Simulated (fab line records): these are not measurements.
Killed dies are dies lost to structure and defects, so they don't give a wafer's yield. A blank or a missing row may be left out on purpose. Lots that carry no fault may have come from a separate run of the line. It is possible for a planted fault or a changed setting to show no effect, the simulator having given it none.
fab line records	flow n5_finfet
record lots=9	wafers=25	last_day=19
route steps=1938 shown MOL_CONTACT_COAG@606 BEOL_M4@1111 PASSIVATION@1936
lots that met no fault: taken from a fault-free run of the same line
start_h: hours from the record's opening day to when the first of the lot's shown wafers began	wait_h: time in hours since the lot's previous step	" repeats the value in the row above	L1.1+2: one row covering several wafers at once	- no value present, or no start provided	* or withheld: withheld	< > ~ a bound
route shown NAME@n: names a module that has steps shown in the file, with the first one's number in the route	usual: average and standard deviation across the fault-free wafers	same: alike in all rows	chamber/n: place in a boat	sites: each site's reading	_std_site: how widely they spread, as a standard deviation	_edge_site: inner sites' mean taken away from outer sites' mean	radius_mm: for every site, how far away it sits from the centre of the wafer	mask NAME#n: copy n	behind: tool/chamber where the wafer was last shaped	hold: why the lot was held/for how many hours/how that ended	device: which transistor (n, p or np) failed to switch	end of line: the same wafers' tests at the end of the route	for a step that has no rows: nothing shown but its recipe	killed: at the first sort, the dies lost to defects and structure; wafer yield is something else	map: a wafer's dies, x killed, . not, _ none there
set.NAME: setting as actually run; set.NAME@STEP: the setting as run at that earlier step	model.NAME: the simulator's own value behind a step, which no gauge read
a sample of lots followed through the steps of the route, with each step as a table and each wafer as a row
services: the hour from which a tool's chamber was out of use, counted from the record's first day as start_h (under 0 if before that day), plus the number of hours and why
## steps
# step N5_MOL_CONTACT_COAG_ETCH_65
# recipe chemistry=N2/H2	target=underlayer	target_depth_a=130	mask_material=CAR-EUV	time_s=10.4	ion_energy_ev=200	pressure_mtorr=30	source_w=840	bias_w=150	n2_flow_sccm=200	h2_flow_sccm=200	ends=cleared
# usual drypump_motor_current_A=5.5/0.4	etch_rf_on_time_s=10.31/0.24	n2_flow_sccm=199.9/0.61	oes_product_au=0.71/0.079	rf_fwd_power_W=819.2/2.7	rf_vpp_V=524/3	showerhead_plenum_p_Torr=2.54/0.1	throttle_valve_pct=17.77/0.25
lot.wafer	tool	chamber	start_h	wait_h	drypump_motor_current_A	etch_rf_on_time_s	n2_flow_sccm	oes_product_au	rf_fwd_power_W	rf_hours_counter_h	rf_vpp_V	showerhead_plenum_p_Torr	throttle_valve_pct
L488.2	rie_diel-04	2	102.85	0.0	5.4	10.70	200.9	0.71	816.8	64	525	2.57	17.38
L488.3	"	1	"	"	6.5	10.19	200.6	0.79	816.7	20	523	2.49	18.07
L488.5	"	0	"	"	5.1	10.31	199.7	0.59	814.0	-	523	2.49	17.97
L489.1	rie_diel-03	2	109.82	0.0	5.6	10.08	200.1	0.67	817.3	102	522	2.46	17.96
L489.2	"	0	"	"	5.4	10.62	200.1	0.67	818.5	115	523	2.46	17.79
L489.6	"	3	"	"	5.5	10.60	199.1	0.69	815.4	-	528	2.69	17.62
L491.1	rie_diel-01	0	117.87	0.0	5.5	10.56	200.3	0.58	819.5	247	523	2.49	18.09
L491.5	"	2	"	"	6.0	10.27	200.2	0.60	816.4	-	522	2.41	18.00
L498.1	rie_diel-01	3	160.93	0.0	5.0	10.26	199.2	0.79	817.4	22	526	2.58	17.50
L498.5	"	2	"	"	6.0	10.37	198.9	0.59	817.5	-	520	2.40	18.04
L498.6	"	3	"	"	5.0	10.24	199.6	0.79	816.3	-	526	2.58	17.48
L499.1	rie_diel-01	3	169.80	0.0	5.0	10.14	199.6	0.79	817.5	27	525	2.58	17.51
L499.4	"	3	"	"	4.9	10.09	199.3	0.79	821.3	-	525	2.58	17.52
L499.5	"	2	"	"	6.0	10.32	199.8	0.59	819.0	-	519	2.40	18.05
L502.2	rie_diel-04	2	187.51	0.0	5.4	10.55	200.2	0.69	819.5	98	526	2.56	17.44
L502.3	"	3	"	"	5.9	10.07	200.0	0.81	819.6	13	528	2.71	17.88
L502.5	"	2	"	"	5.4	10.58	199.9	0.68	814.8	-	524	2.56	17.44
L505.2	rie_diel-01	1	202.89	0.0	5.2	10.27	199.1	0.78	814.7	9	526	2.61	17.63
L505.4	"	3	"	"	5.0	10.12	200.2	0.77	818.8	37	525	2.57	17.53
L508.1	rie_diel-01	0	217.84	0.0	5.5	10.24	200.7	0.74	822.4	28	523	2.48	17.71
L508.2	"	1	"	"	5.2	10.14	198.8	0.77	822.2	15	525	2.61	17.65
L508.3	"	3	"	"	5.0	10.15	199.1	0.76	818.9	42	526	2.57	17.51
L510.1	rie_diel-04	2	238.47	0.0	5.4	10.74	199.7	0.67	819.2	111	523	2.55	17.47
L510.5	"	3	"	"	5.9	10.23	199.4	0.76	822.2	-	529	2.70	17.89
L510.6	"	0	"	"	5.1	10.24	200.3	0.80	817.5	-	522	2.48	17.56
# step N5_MOL_CONTACT_COAG_ETCH_66
# recipe chemistry=CF4	target=SiARC	target_depth_a=130	mask_material=CAR-EUV	time_s=21.7	ion_energy_ev=80	pressure_mtorr=40	source_w=545	bias_w=36	Ar_flow_sccm=100	cf4_flow_sccm=100	ends=cleared
# usual drypump_motor_current_A=5.5/0.4	etch_rf_on_time_s=21.5/0.5	oes_product_au=0.71/0.079	rf_fwd_power_W=531.6/1.7	rf_vpp_V=184.0/1.3	showerhead_plenum_p_Torr=2.15/0.081	throttle_valve_pct=15.55/0.23
lot.wafer	tool	chamber	start_h	wait_h	drypump_motor_current_A	etch_rf_on_time_s	oes_product_au	rf_fwd_power_W	rf_hours_counter_h	rf_vpp_V	showerhead_plenum_p_Torr	throttle_valve_pct
L488.2	rie_diel-04	2	102.87	0.0	5.4	22.2	0.72	530.5	64	185.4	2.17	15.21
L488.3	"	1	"	"	6.5	21.0	0.79	533.8	20	183.4	2.11	15.79
L488.5	"	0	"	"	5.1	21.4	0.59	530.8	-	184.7	2.12	15.96
L489.1	rie_diel-03	2	109.83	0.0	5.6	20.9	0.68	532.6	102	183.4	2.06	15.62
L489.2	"	0	"	"	5.3	21.8	0.67	531.1	115	182.9	2.07	15.57
L489.6	"	3	"	"	5.5	21.9	0.69	529.6	-	185.0	2.26	15.44
L491.1	rie_diel-01	0	117.89	0.0	5.4	22.2	0.58	532.4	247	183.3	2.12	15.93
L491.5	"	2	"	"	5.9	21.7	0.60	531.5	-	183.5	2.04	15.80
L498.1	rie_diel-01	3	160.95	0.0	5.0	21.2	0.80	530.5	22	184.3	2.19	15.34
L498.5	"	2	"	"	5.9	21.5	0.60	530.3	-	183.1	2.03	15.85
L498.6	"	3	"	"	4.9	21.0	0.80	531.0	-	184.1	2.19	15.35
L499.1	rie_diel-01	3	169.82	0.0	4.9	21.3	0.80	529.0	27	185.1	2.18	15.37
L499.4	"	3	"	"	4.9	21.4	0.79	531.4	-	183.4	2.18	15.37
L499.5	"	2	"	"	5.9	21.8	0.59	531.2	-	181.7	2.03	15.84
L502.2	rie_diel-04	2	187.53	0.0	5.4	22.3	0.68	529.8	98	185.3	2.16	15.31
L502.3	"	3	"	"	5.9	21.1	0.79	530.3	13	186.2	2.27	15.53
L502.5	"	2	"	"	5.4	22.6	0.68	531.5	-	183.6	2.16	15.31
L505.2	rie_diel-01	1	202.91	0.0	5.2	21.1	0.78	532.3	9	184.0	2.20	15.37
L505.4	"	3	"	"	4.9	21.2	0.77	529.8	37	184.7	2.18	15.40
L508.1	rie_diel-01	0	217.86	0.0	5.5	21.4	0.75	534.0	28	181.5	2.11	15.47
L508.2	"	1	"	"	5.2	21.2	0.77	528.1	15	185.3	2.19	15.40
L508.3	"	3	"	"	5.0	21.2	0.76	532.1	42	182.7	2.18	15.41
L510.1	rie_diel-04	2	238.49	0.0	5.4	22.2	0.67	530.4	111	185.2	2.15	15.32
L510.5	"	3	"	"	5.8	21.3	0.77	532.6	-	185.3	2.27	15.57
L510.6	"	0	"	"	5.1	21.2	0.80	534.2	-	182.4	2.11	15.52
# step N5_MOL_CONTACT_COAG_ALD_133
# recipe material=SiO2	target_thk_a=50	temp_c=100	ald_precursor_family=BDEAS	ald_co_reactant=O2-plasma	pulse_time_s=1	co_reactant_pulse_time_s=1	purge_time_s=2	co_reactant_purge_time_s=2	ald_cycles=35	pressure_torr=2
# usual ald_cycles=35/0	heater_power_w=80/7.5	precursor_pulse_height_rel=0.999/0.018
# same co_reactant_pulse_time_s=1
lot.wafer	tool	chamber	start_h	wait_h	ald_cycles	heater_power_w	precursor_pulse_height_rel
L488.2	ald_sin-04	2	102.98	0.1	35	72	1.003
L488.3	"	3	"	"	35	83	1.000
L488.5	"	2	"	"	35	75	0.987
L489.1	ald_sin-01	3	109.91	0.1	35	79	0.976
L489.2	"	1	"	"	35	88	0.986
L489.6	"	3	"	"	35	78	1.016
L491.1	ald_sin-01	3	117.97	0.1	35	80	0.990
L491.5	"	2	"	"	35	74	0.996
L498.1	ald_sin-04	3	161.45	0.5	46	83	1.000
L498.5	"	2	"	"	35	76	1.001
L498.6	"	3	"	"	35	83	1.002
L499.1	ald_sin-04	1	169.92	0.1	46	80	1.016
L499.4	"	3	"	"	46	86	1.004
L499.5	"	1	"	"	35	79	1.005
L502.2	ald_sin-02	1	187.61	0.1	35	73	0.995
L502.3	"	3	"	"	35	72	1.001
L502.5	"	1	"	"	35	69	1.001
L505.2	ald_sin-01	2	202.99	0.1	35	78	0.991
L505.4	"	1	"	"	35	88	0.973
L508.1	ald_sin-01	3	218.63	0.7	35	77	0.988
L508.2	"	2	"	"	35	75	0.972
L508.3	"	0	"	"	35	73	1.032
L510.1	ald_sin-04	3	238.57	0.1	35	84	1.000
L510.5	"	0	"	"	35	81	0.997
L510.6	"	1	"	"	35	85	1.009
# step N5_MOL_CONTACT_COAG_ETCHBACK_134
# recipe chemistry=CHF3	target=SiO2	target_depth_a=100	time_s=6.7	ion_energy_ev=200	pressure_mtorr=30	source_w=610	bias_w=170	Ar_flow_sccm=200	CHF3_flow_sccm=50
# usual drypump_motor_current_A=5.5/0.36	oes_ar_750_au=0.82/0.086	oes_product_au=0.82/0.091	rf_fwd_power_W=601.9/2.6	rf_vpp_V=521/10	showerhead_plenum_p_Torr=2.39/0.095	throttle_valve_pct=18.67/0.2
# same time_s=6.7
lot.wafer	tool	chamber	start_h	wait_h	drypump_motor_current_A	oes_ar_750_au	oes_product_au	rf_fwd_power_W	rf_hours_counter_h	rf_vpp_V	showerhead_plenum_p_Torr	throttle_valve_pct
L488.2	rie_diel-01	3	103.39	0.3	5.0	0.99	0.99	598.6	1	519	2.44	18.45
L488.3	"	2	"	"	5.9	0.72	0.70	602.8	207	507	2.27	18.85
L488.5	"	2	"	"	5.9	0.71	0.71	605.6	-	507	2.27	18.85
L489.1	rie_diel-04	3	110.28	0.3	5.8	0.70	0.70	603.6	245	505	2.24	19.05
L489.2	"	0	"	"	5.1	0.70	0.69	605.0	240	523	2.36	19.08
L489.6	"	0	"	"	5.1	0.70	0.69	601.5	-	521	2.36	19.11
L491.1	rie_diel-03	3	118.19	0.1	5.5	0.81	0.80	600.0	71	513	2.50	18.47
L491.5	"	0	"	"	5.3	0.78	0.78	601.7	-	542	2.30	18.68
L498.1	rie_diel-03	1	161.63	0.1	5.3	0.91	0.91	603.5	30	525	2.54	18.38
L498.5	"	3	"	"	5.5	0.80	0.78	601.7	-	513	2.49	18.49
L498.6	"	0	"	"	5.4	0.77	0.76	603.4	-	541	2.30	18.71
L499.1	rie_diel-04	0	170.13	0.1	5.1	0.68	0.67	605.6	261	522	2.35	19.12
L499.4	"	2	"	"	5.4	0.80	0.81	595.9	89	522	2.41	18.44
L499.5	"	2	"	"	5.4	0.80	0.82	597.7	-	523	2.41	18.44
L502.2	rie_diel-03	2	187.79	0.1	5.6	0.77	0.77	600.5	125	514	2.29	18.83
L502.3	"	3	"	"	5.5	0.78	0.78	602.0	93	513	2.49	18.51
L502.5	"	2	"	"	5.6	0.77	0.77	600.3	-	514	2.29	18.83
L505.2	rie_diel-04	1	203.34	0.3	6.5	0.85	0.86	604.9	60	531	2.33	19.00
L505.4	"	1	"	"	6.5	0.85	0.85	604.4	-	531	2.33	19.00
L508.1	rie_diel-04	0	218.85	0.2	5.1	0.96	0.96	604.2	0	523	2.35	18.69
L508.2	"	3	"	"	5.9	0.91	0.92	601.7	22	514	2.52	18.69
L508.3	"	2	"	"	5.4	0.78	0.79	599.8	107	521	2.40	18.48
L510.1	rie_diel-04	2	238.75	0.1	5.4	0.77	0.79	596.1	112	523	2.40	18.50
L510.5	"	0	"	"	5.1	0.93	0.93	603.0	-	523	2.35	18.71
L510.6	"	3	"	"	5.9	0.91	0.90	603.3	-	514	2.52	18.71
# step N5_BEOL_M4_RC_MEAS_101
# usual DIBL_N=36.5/1.9	DIBL_P=36.4/2.2	IOFF_N=0.17/0.034	IOFF_P=0.21/0.036	ION_N=678/12	ION_P=462/7.1	SS_N=71.7/0.61	SS_P=73.4/0.71	VT_N=249/3.5	VT_P=-251/3
lot.wafer	tool	chamber	start_h	wait_h	DIBL_N[mV/V]	DIBL_P[mV/V]	IOFF_N[nA/um]	IOFF_P[nA/um]	ION_N[uA/um]	ION_P[uA/um]	SS_N[mV/dec]	SS_P[mV/dec]	VT_N[mV]	VT_P[mV]
L489.1	prober-02	0	185.35	0.0	37.6	37.9	0.16	0.23	671	455	71.6	73.9	248	-250
L489.2	"	0	"	"	40.3	40.5	0.23	0.27	691	471	71.8	75.4	243	-247
L489.6	"	0	"	"	36.1	35.1	0.15	0.18	666	453	70.9	73.0	251	-253
L488.2	prober-01	0	185.84	0.2	37.7	37.9	0.21	0.25	689	467	72.5	74.7	244	-249
L488.3	"	0	"	"	36.6	37.3	0.18	0.23	679	465	71.9	74.8	248	-250
L488.5	"	0	"	"	37.5	37.5	0.19	0.23	683	461	72.7	73.5	246	-251
L491.1	prober-01	0	208.65	0.0	32.0	31.3	0.11	0.16	660	462	70.6	72.4	256	-253
L491.5	"	0	"	"	36.2	37.0	0.19	0.25	694	475	71.7	73.5	246	-248
L498.5	prober-02	0	255.07	0.6	35.9	37.5	0.16	0.22	672	464	72.0	72.7	249	-249
L498.6	"	0	"	"	38.4	41.5	0.22	0.30	706	483	72.2	73.6	243	-243
L499.5	prober-02	0	275.17	0.6	34.6	34.4	0.12	0.16	657	454	71.2	71.9	252	-254
L502.2	prober-02	0	282.68	0.2	39.9	40.4	0.25	0.28	707	470	72.9	75.2	245	-248
L502.3	"	0	"	"	35.5	34.8	0.16	0.19	663	453	71.0	73.6	251	-251
L502.5	"	0	"	"	37.2	36.8	0.18	0.23	674	462	72.1	74.4	249	-249
L505.2	prober-01	0	299.99	0.2	36.4	37.1	0.16	0.21	674	459	71.1	73.2	250	-251
L505.4	"	0	"	"	36.3	36.7	0.17	0.21	700	474	71.9	73.1	247	-251
L508.1	prober-01	0	318.58	0.0	38.7	38.4	0.20	0.27	687	466	72.4	74.0	247	-246
L508.2	"	0	"	"	36.4	35.0	0.16	0.21	684	465	71.9	73.6	249	-250
L508.3	"	0	"	"	35.9	34.8	0.14	0.20	678	468	71.1	73.4	252	-253
L510.1	prober-01	0	333.86	0.0	33.3	33.5	0.13	0.15	663	460	71.1	72.2	250	-253
L510.5	"	0	"	"	37.5	38.2	0.19	0.21	677	459	72.0	73.9	248	-250
L510.6	"	0	"	"	36.8	36.7	0.18	0.20	680	460	71.3	73.4	244	-252
# step N5_PASSIVATION_PROBE_49
# usual defect_limited_yield=91.0/1.5	killed_at_M0_to_M3=35/11	killed_at_M4_up=13/5	killed_at_contacts=12/5.9	killed_at_front_end=42/13	killed_at_other=3/3.2	killed_dies=106/18	killed_on_rim=14/4.2	killed_open=69/13	killed_short=35/8.9	sort_bin_5_function=5.2/0.95	sort_bin_6_memory=3.3/0.71	sort_n_pass=1074/18	sort_yield_pct=91.0/1.5
# same gross_dies=1180	killed_at_back_side=0	sort_bin_4_leakage[%]=0	sort_bin_8_speed[%]=0
lot.wafer	tool	chamber	start_h	wait_h	defect_limited_yield[%]	killed_at_M0_to_M3	killed_at_M4_up	killed_at_contacts	killed_at_front_end	killed_at_other	killed_dies	killed_on_rim	killed_open	killed_short	sort_bin_5_function[%]	sort_bin_6_memory[%]	sort_n_pass	sort_yield_pct[%]
L498.1	prober-01	-	366.84	0.0	22.1	31	21	836	24	7	919	117	52	37	74.7	3.0	261	22.1
L498.5	prober-01	-	367.04	0.2	92.2	26	21	5	39	1	92	11	59	30	4.5	3.1	1088	92.2
L498.6	prober-01	-	367.09	0.3	92.5	27	16	3	38	4	88	11	66	22	4.3	2.7	1092	92.5
L499.1	prober-02	-	390.60	0.0	21.5	28	12	830	56	0	926	119	84	27	74.2	4.1	254	21.5
L499.4	prober-02	-	390.75	0.2	22.8	38	12	775	84	2	911	120	105	47	72.4	4.4	269	22.8
L499.5	prober-02	-	390.80	0.2	89.7	43	10	4	63	1	121	23	77	33	5.2	4.0	1059	89.7
L505.2	prober-02	-	414.14	0.1	91.0	49	9	5	41	2	106	13	62	42	6.3	2.5	1074	91.0
L505.4	prober-02	-	414.24	0.2	90.5	53	16	9	33	1	112	19	82	30	5.4	4.0	1068	90.5
# killed by level:class
L498.1 MOL_CONTACT_COAG:area_ald=830 BEOL_M0_SAQP:geometric_particle:short=12 BEOL_M4:geometric_particle:open=10 BEOL_M0_SAQP:geometric_particle:open=6 FIN_SAQP:geometric_particle:open=4 STI_FIN_REVEAL:geometric_particle:open=4 GATE_CUT:geometric_particle:short=4 MOL_CONTACT_COAG:geometric_particle:open=4
L498.5 BEOL_M3:geometric_particle:open=11 FIN_SAQP:geometric_particle:open=8 BEOL_M2:geometric_particle:open=8 BEOL_M4:geometric_particle:open=8 GATE_CUT:geometric_particle:short=6 MOL_CONTACT_COAG:geometric_particle:open=5 FIN_SAQP:geometric_particle:short=4 STARTING-WAFER:geometric_particle:open=4
L498.6 DUMMY_GATE:geometric_particle:open=9 BEOL_M3:geometric_particle:open=9 STI_FIN_REVEAL:geometric_particle:open=8 BEOL_M4:geometric_particle:open=8 BEOL_M1:geometric_particle:open=4 GATE_CUT:geometric_particle:short=4 FIN_SAQP:geometric_particle:short=3 GATE_CUT:geometric_particle:open=3
L499.1 MOL_CONTACT_COAG:area_ald=814 STI_FIN_REVEAL:geometric_particle:open=23 MOL_CONTACT_COAG:geometric_particle:open=15 BEOL_M2:geometric_particle:open=8 BEOL_M1:geometric_particle:open=7 GATE_CUT:geometric_particle:open=5 BEOL_M3:geometric_particle:open=5 FIN_SAQP:geometric_particle:open=4
L499.4 MOL_CONTACT_COAG:area_ald=759 STI_FIN_REVEAL:geometric_particle:open=29 FIN_SAQP:geometric_particle:short=18 BEOL_M3:geometric_particle:open=15 MOL_CONTACT_COAG:geometric_particle:open=12 FIN_SAQP:geometric_particle:open=8 BEOL_M1:geometric_particle:open=7 GATE_CUT:geometric_particle:short=7
L499.5 STI_FIN_REVEAL:geometric_particle:open=17 BEOL_M2:geometric_particle:open=16 FIN_SAQP:geometric_particle:short=14 HKMG_FIN:area_etch=10 BEOL_M0_SAQP:geometric_particle:short=8 BEOL_M1:geometric_particle:open=6 BEOL_M0_SAQP:geometric_particle:open=5 BEOL_M3:geometric_particle:open=5
L505.2 FIN_SAQP:geometric_particle:open=13 BEOL_M0_SAQP:geometric_particle:short=10 FIN_SAQP:geometric_particle:short=7 BEOL_M0_SAQP:geometric_particle:open=7 BEOL_M3:geometric_particle:short=7 BEOL_M3:geometric_particle:open=6 BEOL_M1:geometric_particle:open=5 BEOL_M2:geometric_particle:open=5
L505.4 BEOL_M1:geometric_particle:open=12 BEOL_M0_SAQP:geometric_particle:open=12 BEOL_M3:geometric_particle:open=12 FIN_SAQP:geometric_particle:open=9 STI_FIN_REVEAL:geometric_particle:open=7 MOL_CONTACT_COAG:geometric_particle:open=7 BEOL_M4:geometric_particle:open=7 BEOL_M1:geometric_particle:short=6
## services
tool	chamber	start_h	hours	kind
rie_diel-04	1	80.43	8.6	repair
ald_sin-01	-	84.75	2.8	pm
rie_diel-01	2	88.49	2.0	repair
ald_sin-01	2	105.64	5.0	repair
rie_diel-03	-	111.08	2.8	pm
rie_diel-04	3	128.01	-	clean
rie_diel-04	3	128.01	-	consumable_replace:focus_ring
rie_diel-04	3	128.01	-	consumable_replace:showerhead
rie_diel-04	3	128.01	28.4	scheduled_down
rie_diel-04	3	128.01	28.4	vent_cycle
ald_sin-01	0	135.09	3.7	repair
ald_sin-04	2	141.35	11.1	repair
rie_diel-03	1	141.39	6.8	repair
rie_diel-03	0	149.41	9.5	repair
rie_diel-04	2	165.85	1.5	repair
ald_sin-02	1	169.32	4.6	repair
rie_diel-04	0	170.71	17.3	repair
ald_sin-04	1	174.65	10.0	repair
ald_sin-04	-	177.95	14.0	pm
rie_diel-01	3	183.63	4.1	repair
rie_diel-04	0	188.21	-	clean
rie_diel-04	0	188.21	-	consumable_replace:focus_ring
rie_diel-04	0	188.21	24.3	scheduled_down
rie_diel-04	0	188.21	24.3	vent_cycle
## key
first_sign step=N5_MOL_CONTACT_COAG_ALD_133	reading=ald_cycles	direction=up	sigmas=99+	usual=*	struck=*
effect step=N5_PASSIVATION_PROBE_49	reading=killed_at_contacts	direction=up	sigmas=99+	usual=12	struck=814
more_kills_born_at N5_MOL_CONTACT_COAG_ALD_133@ald_sin-04=2403
met_at N5_MOL_CONTACT_COAG_ALD_133
struck_lots L498,L499
struck_wafers L498.1,L499.1,L499.4
later_rows_left_out L498.1,L499.1,L499.4
baseline_loss step=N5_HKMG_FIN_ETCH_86	wafers=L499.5
not_acting_at N5_MOL_CONTACT_COAG_ETCH_65,N5_MOL_CONTACT_COAG_ETCH_66,N5_MOL_CONTACT_COAG_ETCHBACK_134
onset_between 102.98 161.45
fault kind=process_parameter_drift	tool=ald_sin-04	chamber=-	onset_h=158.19	steps=N5_MOL_CONTACT_COAG_ALD_133	channel=ald_cycles	offset=*	shape=step	end_h=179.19	scope=struck_wafers_only	acts_in=*	stated=*
# later_rows_left_out: the simulator's readings of these wafers behind a module that went badly wrong aren't trusted and aren't shown, but for the sort
# baseline_loss: these wafers lose ten dies or more at that step, a loss of the line's own and not of a fault; the sort's usual values leave them out
